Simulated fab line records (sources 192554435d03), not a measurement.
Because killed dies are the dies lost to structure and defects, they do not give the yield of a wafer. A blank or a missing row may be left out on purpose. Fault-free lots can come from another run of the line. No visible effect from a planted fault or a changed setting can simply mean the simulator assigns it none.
Which of the tools did it?    flow n5_finfet    Sampling: 12 lots, 36 wafers, 2 of 1938 route steps

WHAT EACH GAUGE READ, for each wafer
N5_BEOL_M13_OCD_MEAS_35.
lot   measured      on      trench_depth_nm (nm)
L076  day 11 04:30  ocd-01  418 411 409
L077  day 11 17:38  ocd-02  420 414 418
L078  day 12 01:58  ocd-01  414 412 410
L081  day 13 04:03  ocd-02  406 408 409
L083  day 13 21:54  ocd-01  420 407 404
L087  day 14 23:20  ocd-02  411 408 407
L085  day 15 00:12  ocd-01  412 412 404
L089  day 15 04:12  ocd-01  414 413 408
L091  day 15 18:09  ocd-01  405 417 409
L094  day 16 02:02  ocd-02  415 413 412
L095  day 16 14:11  ocd-01  402 420 405
L097  day 17 23:21  ocd-02  406 403 415

EACH LOT AND THE TOOL THAT RAN IT (in order: tool; ch and the chambers of the sampled wafers; start)
lot   N5_BEOL_M13_STRIP_63
L076  plasma_asher-02 ch 0,1, day 11 03:02
L077  plasma_asher-02 ch 1, day 11 16:17
L078  plasma_asher-01 ch 0,1, day 12 00:46
L081  plasma_asher-01 ch 0,1, day 13 02:44
L083  plasma_asher-02 ch 0,1, day 13 20:43
L087  plasma_asher-01 ch 0,1, day 14 22:10
L085  plasma_asher-01 ch 0,1, day 14 22:53
L089  plasma_asher-01 ch 0,1, day 15 02:54
L091  plasma_asher-02 ch 0,1, day 15 16:56
L094  plasma_asher-01 ch 0,1, day 16 00:49
L095  plasma_asher-02 ch 0,1, day 16 12:59
L097  plasma_asher-01 ch 0,1, day 17 22:01
- N5_BEOL_M13_STRIP_63: strips in N2/H2.

THE ANSWER, worked out from the rows above alone
Rule: the usual values come from the lots themselves. The widest of any qualifying gaps counts: lots, ordered by their means at a reading, are off when they make up no more than a third of the lots, leave a main group of 4 or more, and stand apart from it by 3 or more times the standard deviation of that group's means. Not used: any main group whose means are identical at the precision the tables above print for the reading. Also off: a lot with no number at a reading for which 4 or more lots have one. All remaining lots with rows at the step are treated as sound.
No lot is off on any of the readings shown, so nothing can be concluded from this.

WHAT THE SIMULATOR HAD PUT IN
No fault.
